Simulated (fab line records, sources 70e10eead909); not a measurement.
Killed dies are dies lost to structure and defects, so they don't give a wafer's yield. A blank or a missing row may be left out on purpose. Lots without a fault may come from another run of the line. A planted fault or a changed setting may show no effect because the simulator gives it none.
Chamber matching | flow nand_harc | NHARC_A_M1_DESCUM_14 on rie_diel-07: 4 sister chambers
The step chemistry O2, time 3 s. 4 wafers are shown with their chamber, then 7 later ones without.

WAFERS WITH THEIR CHAMBER
wafer  | chamber | oes_product_au (a.u.)
L086.3 | 1       | 0.985
L086.4 | 3       | 0.994
L087.2 | 0       | 0.997
L087.4 | 2       | 0.995

WAFERS WITHOUT THEIR CHAMBER
wafer  | oes_product_au (a.u.)
L087.5 | 1.000
L088.3 | 0.996
L088.5 | 1.005
L088.6 | 0.984
L095.1 | 0.992
L095.2 | 0.995
L095.6 | 1.000

WHICH CHAMBER EACH WENT THROUGH
wafer  | from the rows above               | in truth
L087.5 | can't be placed: 0 or 2 or 3      | 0
L088.3 | can't be placed: 0 or 2 or 3      | 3
L088.5 | can't be placed: 0 or 2 or 3      | 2
L088.6 | 1                                 | 1
L095.1 | can't be placed: 3 or 2 or 0 or 1 | 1
L095.2 | can't be placed: 2 or 3 or 0      | 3
L095.6 | can't be placed: 0 or 2 or 3      | 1
Placed correctly: 1 of 7. Can't be placed from these rows: 6 (the true chamber is among the candidates in 5). Placed wrongly: 0.
How it was worked out, from the rows above alone: a wafer's distance from a chamber is the root of the sum, over the readings, of the square of ((its reading less the chamber's mean) divided by the reading's scatter). The wafer belongs to the nearest chamber; if the next one is less than 2 further off, it can't be placed. A chamber's mean is the mean of its shown wafers. The scatter: with one shown wafer a chamber, the root of the mean of the squares of how far each hidden wafer lies from its nearest shown one.
